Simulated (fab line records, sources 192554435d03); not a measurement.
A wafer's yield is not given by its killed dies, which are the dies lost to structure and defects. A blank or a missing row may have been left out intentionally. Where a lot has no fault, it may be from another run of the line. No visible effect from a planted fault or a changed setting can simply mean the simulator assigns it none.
Split-lot experiment | flow n5Finfet | 7 lots, 21 wafers read, on a route of 1938 steps

## ON THE SPLIT
At N5_GATE_CUT_DESCUM_18 (chemistry O2, time 7 s), the setting timeS was moved away from the recipe's 7 s on 8 of the 21 wafers read, by -20.1% to +21.1%. The other wafers ran this setting at the recipe's value.

There is no step in the file separating the split from the reading.

## THE READING
CAR-EUV_of_GATE_CUT_COAT_07.thkNm (the simulator's own value, which no gauge read), in nm, at N5_GATE_CUT_ETCH_28 (etches underlayer in N2/H2, target depth 13 nm, time 10.4 s). There is no usual value for it anywhere in the file. Across the 13 wafers here that went through the recipe, the average is 14.5 nm and the standard deviation 0.097 nm.

wafer  | tool, chamber at the split | timeS as run, s | against the recipe | CAR-EUV_of_GATE_CUT_COAT_07.thkNm, nm | against lot-mates on the recipe
L086.1 | rieDiel-02, 0              | 6.055           | -13.5%             | 15                                    | +0.5
L086.2 | rieDiel-02, 2,3            | 7               | recipe             | 14.6                                  | -
L086.3 | rieDiel-02, 2,3            | 7               | recipe             | 14.4                                  | -
L088.1 | rieDiel-02, 2              | 7               | recipe             | 14.6                                  | -
L088.2 | rieDiel-02, 0,3            | 8.474           | +21.1%             | 14                                    | -0.6
L088.3 | rieDiel-02, 0,3            | 8.474           | +21.1%             | 14                                    | -0.6
L089.2 | rieDiel-04, 2,0,2          | 5.59            | -20.1%             | 15.4                                  | no lot-mate on the recipe
L089.5 | rieDiel-04, 2,0,2          | 5.59            | -20.1%             | 15.4                                  | no lot-mate on the recipe
L089.4 | rieDiel-04, 2,0,2          | 5.59            | -20.1%             | 15.6                                  | no lot-mate on the recipe
L090.1 | rieDiel-05, 1,0,3          | 7               | recipe             | 14.4                                  | -
L090.3 | rieDiel-05, 1,0,3          | 7               | recipe             | 14.6                                  | -
L090.5 | rieDiel-05, 1,0,3          | 7               | recipe             | 14.6                                  | -
L092.1 | rieDiel-04, 3,2,1          | 7               | recipe             | 14.4                                  | -
L092.2 | rieDiel-04, 3,2,1          | 7               | recipe             | 14.6                                  | -
L092.5 | rieDiel-04, 3,2,1          | 7               | recipe             | 14.6                                  | -
L093.2 | rieDiel-04, 2              | 7               | recipe             | 14.6                                  | -
L093.5 | rieDiel-04, 1              | 7               | recipe             | 14.6                                  | -
L093.4 | rieDiel-04, 2              | 8.134           | +16.2%             | 14                                    | -0.6
L097.1 | rieDiel-05, 2,1            | 7               | recipe             | 14.4                                  | -
L097.3 | rieDiel-05, 2,1            | 7               | recipe             | 14.4                                  | -
L097.4 | rieDiel-05, 0              | 8.026           | +14.7%             | 14                                    | -0.4
The file does not say which wafer passed through which chamber wherever a row lists several chambers: such a row stands for several wafers.

THE FIT
A straight line over all 21 wafers: CAR-EUV_of_GATE_CUT_COAT_07.thkNm changes by -0.0368 nm for each +1% of timeS; r = -0.96; the points scatter about the line by 0.13 nm.
The same after taking each lot's own level away (the mean of its wafers on the recipe; 18 wafers): -0.0311 nm for each +1%; r = -0.96; scatter 0.078 nm.
Per that fit: largest timeS move, reading shift of 0.65 nm.
From 14.40 to 14.60 nm: that is the span of the lots' own levels, equal to 2.1 times the standard deviation above.
So the lot-to-lot level changes the slope: the two fits differ.
Check: -0.666 nm against its lot-mates is what the line predicts for one of the wafers moved furthest among these (+21.1%) when that wafer is left out of the fit. It came out at -0.6 nm against them.

## THE OTHER SPLITS THESE WAFERS WENT THROUGH
Before the reading, these wafers also passed through other splits. Each is held against what the fit with the lots' levels taken away leaves over:
other split on the same wafers    | wafers away from the commonest value | r with CAR-EUV_of_GATE_CUT_COAT_07.thkNm (lot level and that fit taken away)
N5_ZERO_LAYER_PEB_09 pebTimeS     | as run: not given for these wafers   | -
N5_WELL_APT_COAT_19 spinRpm       | 8                                    | +0.16
N5_WELL_APT_PEB_23 pebTimeS       | 11                                   | -0.02
N5_FIN_CUT_EXPOSE_05 doseMj       | 6                                    | -0.11
N5_DUMMY_GATE_COAT_28 spinRpm     | 6                                    | +0.21
N5_SD_EPI_P_EPI_21 epiGrowthTimeS | 6                                    | -0.42
N5_SDB_COAT_05 spinRpm            | 6                                    | -0.34
N5_HKMG_FIN_ETCH_54 sourceW       | 4                                    | -0.27
N5_HKMG_FIN_ETCH_55 biasW         | 5                                    | -0.03

## THE WHOLE CHAIN: every reading that the file lists as answering this split, in the file's order
step                  | what it does                                                | reading                                                                            | change (the file's fit)                | r (the file's)
N5_GATE_CUT_DESCUM_18 | chemistry O2, time 7 s                                      | CAR-EUV_of_GATE_CUT_COAT_07.thkNm (the simulator's own value, which no gauge read) | -0.0384 nm for each +1% of the setting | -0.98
N5_GATE_CUT_ETCH_28   | etches underlayer in N2/H2, target depth 13 nm, time 10.4 s | CAR-EUV_of_GATE_CUT_COAT_07.thkNm (the simulator's own value, which no gauge read) | -0.0317 nm for each +1% of the setting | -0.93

## THE FILE'S OWN FIT
CAR-EUV_of_GATE_CUT_COAT_07.thkNm changes by -0.0317 nm for each +1% of timeS, r = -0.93.
